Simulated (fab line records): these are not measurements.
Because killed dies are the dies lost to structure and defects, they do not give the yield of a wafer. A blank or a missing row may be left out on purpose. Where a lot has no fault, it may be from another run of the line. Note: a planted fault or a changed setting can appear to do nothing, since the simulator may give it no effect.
Chamber matching | flow n5 finfet | rie diel-01 running N5_BEOL_M0_SAQP_ETCH_107: 4 sister chambers
The step etches SiNx in CH3F/O2, target depth 30 nm. 18 wafers are shown with their chamber, then 9 later ones without.

## WAFERS, EACH WITH ITS CHAMBER
wafer  | chamber | showerhead plenum p Torr (Torr) | drypump motor current A (A) | rf vpp V (V)
L075.1 | 3       | 1.99                            | 5.9                         | 298
L075.2 | 0       | 2.05                            | 6.2                         | 294
L075.4 | 2       | 2.07                            | 6.0                         | 306
L082.3 | 1       | 1.96                            | 6.0                         | 297
L082.4 | 2       | 2.07                            | 6.0                         | 304
L082.6 | 2       | 2.07                            | 6.0                         | 304
L084.2 | 0       | 2.05                            | 6.2                         | 293
L084.4 | 2       | 2.07                            | 6.0                         | 303
L084.6 | 1       | 1.95                            | 6.0                         | 297
L085.1 | 0       | 2.05                            | 6.2                         | 291
L085.2 | 2       | 2.07                            | 6.0                         | 305
L085.6 | 3       | 1.99                            | 5.9                         | 298
L087.2 | 3       | 1.99                            | 5.9                         | 298
L087.3 | 2       | 2.07                            | 6.0                         | 304
L087.6 | 3       | 1.99                            | 5.9                         | 299
L088.1 | 1       | 1.95                            | 6.1                         | 297
L088.2 | 3       | 1.99                            | 5.9                         | 298
L088.3 | 2       | 2.07                            | 6.0                         | 303

SIGNATURES (averages over the wafers above)
reading                  | chamber 0 | chamber 1 | chamber 2 | chamber 3 | scatter within a chamber
showerhead plenum p Torr | 2.0500    | 1.9533    | 2.0700    | 1.9900    | 0.00218
drypump motor current A  | 6.200     | 6.033     | 6.000     | 5.900     | 0.0218
rf vpp V                 | 292.67    | 297.00    | 304.14    | 298.20    | 0.938
Rule: a wafer lies at a distance from a chamber equal to the root of the sum of squares, over the readings, of (its reading less the chamber's mean, divided by the reading's scatter). If the next closest chamber is less than 2 further off than the closest, the wafer can't be placed; otherwise it belongs to the closest. How the scatter is found: for the shown wafers, subtract from each reading the mean of its chamber, square and add these, divide the total by (wafers less chambers), then take the root.

## WAFERS WITH NO CHAMBER GIVEN
wafer  | showerhead plenum p Torr (Torr) | drypump motor current A (A) | rf vpp V (V)
L090.1 | 1.99                            | 5.9                         | 298
L090.3 | 2.05                            | 6.2                         | 293
L090.5 | 2.07                            | 6.0                         | 302
L095.1 | 2.06                            | 6.0                         | 304
L095.2 | 1.98                            | 5.9                         | 297
L095.4 | 1.95                            | 6.1                         | 297
L096.4 | 2.04                            | 6.2                         | 292
L096.5 | 2.06                            | 6.0                         | 304
L096.6 | 1.98                            | 5.9                         | 299

## CHAMBER TAKEN BY EACH
wafer  | from the rows above | in truth
L090.1 | 3                   | 3
L090.3 | 0                   | 0
L090.5 | 2                   | 2
L095.1 | 2                   | 2
L095.2 | 3                   | 3
L095.4 | 1                   | 1
L096.4 | 0                   | 0
L096.5 | 2                   | 2
L096.6 | 3                   | 3
Correct placement for 9 of the 9. Not placeable from these rows: 0. Number placed wrongly: 0.
